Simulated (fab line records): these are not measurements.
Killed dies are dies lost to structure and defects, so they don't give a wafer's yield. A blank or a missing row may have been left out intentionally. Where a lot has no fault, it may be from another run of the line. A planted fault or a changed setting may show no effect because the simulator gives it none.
Comparing a struck lot with a sound one | flow nand harc | 15 steps out of a route of 1302
Sound: these wafers, L830.1, L830.2, L830.3. Wafers struck: L814.1, L814.5, L814.6. The cause comes at the end.
Each step with rows lists, per side, the tool, then ch with its chambers, then its first start. Under that, the readings that differ: sound wafers | struck wafers | difference of the means | sigmas: that difference in standard deviations of wafers without a fault.
alike: readings with means less than 2 such deviations apart, plus words and numbers identical on both sides. not compared: withheld readings, readings lacking a value on some wafer, bounds such as >300 that could conceal the same value, and numbers that have no deviation in the record and whose values overlap.
Wherever a step has rows on one side only, a row that says differs or no value, or a row with sigmas, the two part there. Numbers that don't overlap but have no deviation are shown without sigmas and don't part them. A reading that every wafer of one side lacks parts them only if that side has two wafers or more.

first, 2 steps without rows for these wafers: NHARC_P_GATE_PEB_09 (peb time 85 s); NHARC_P_GATE_DEVELOP_10 (time 70 s).
NHARC_P_GATE_CD_MEAS_11 targets a cd of 1640 nm.
  sound on cd sem-02 ch 0, day 12 17:59; struck on cd sem-03 ch 0, day 6 03:37
  alike: cd nm
then, 1 step without rows for these wafers: NHARC_P_GATE_HARDBAKE_12 (time 80 s).
NHARC_P_GATE_DESCUM_13: chemistry O2, time 3 s.
  sound on rie diel-13 ch 1,2,3, day 12 18:10; struck on rie diel-09 ch 2,3, day 6 03:47
  alike: drypump motor current A, oes product au, rf vpp V, showerhead plenum p Torr, throttle valve pct
  not compared: rf hours counter h
then, 6 steps without rows for these wafers: NHARC_P_GATE_ETCH_14 (etches SiO2 in dHF, target depth 48.8 nm); NHARC_P_GATE_STRIP_15 (strips in SPM, time 780 s); NHARC_P_GATE_PRECLEAN_71 (cleans in SC1); NHARC_P_GATE_SRD_72; NHARC_P_GATE_OXIDE_16 (material SiO2, target thk 3 nm, ox time 392 s); NHARC_P_GATE_CVD_17 (deposits poly-Si, target thk 150 nm, time 900 s).
NHARC_P_GATE_HM_DEP_102: deposits aC, target thk 120 nm.
  sound on acl dep-01 ch 0, day 13 06:50; struck on acl dep-02 ch 0, day 6 16:31
  alike: throttle valve pct
NHARC_P_GATE_DEP_103: deposits SiON, target thk 30 nm.
  sound on pecvd-01 ch 0,1,2, day 13 07:31; struck on pecvd-02 ch 0,1,2, day 6 17:47
  alike: heater power w
then, 1 step without rows for these wafers: NHARC_P_GATE_DEHYDRATE_18 (time 120 s).
-- jump in the record: it breaks off in module P_GATE and resumes in module END (first step shown: number 1302 of the route), and 19 days separate the struck wafers' starts before and after --
NHARC_END_SORT_01:
  sound on prober-01 ch 0, day 32 17:35; struck on prober-02 ch 0, day 25 19:44
  alike: killed at array, killed at other, killed at periphery, killed dies, killed open, killed short

## WHERE THEY PART
Nowhere in this record.

WHY: the cause the simulator had injected
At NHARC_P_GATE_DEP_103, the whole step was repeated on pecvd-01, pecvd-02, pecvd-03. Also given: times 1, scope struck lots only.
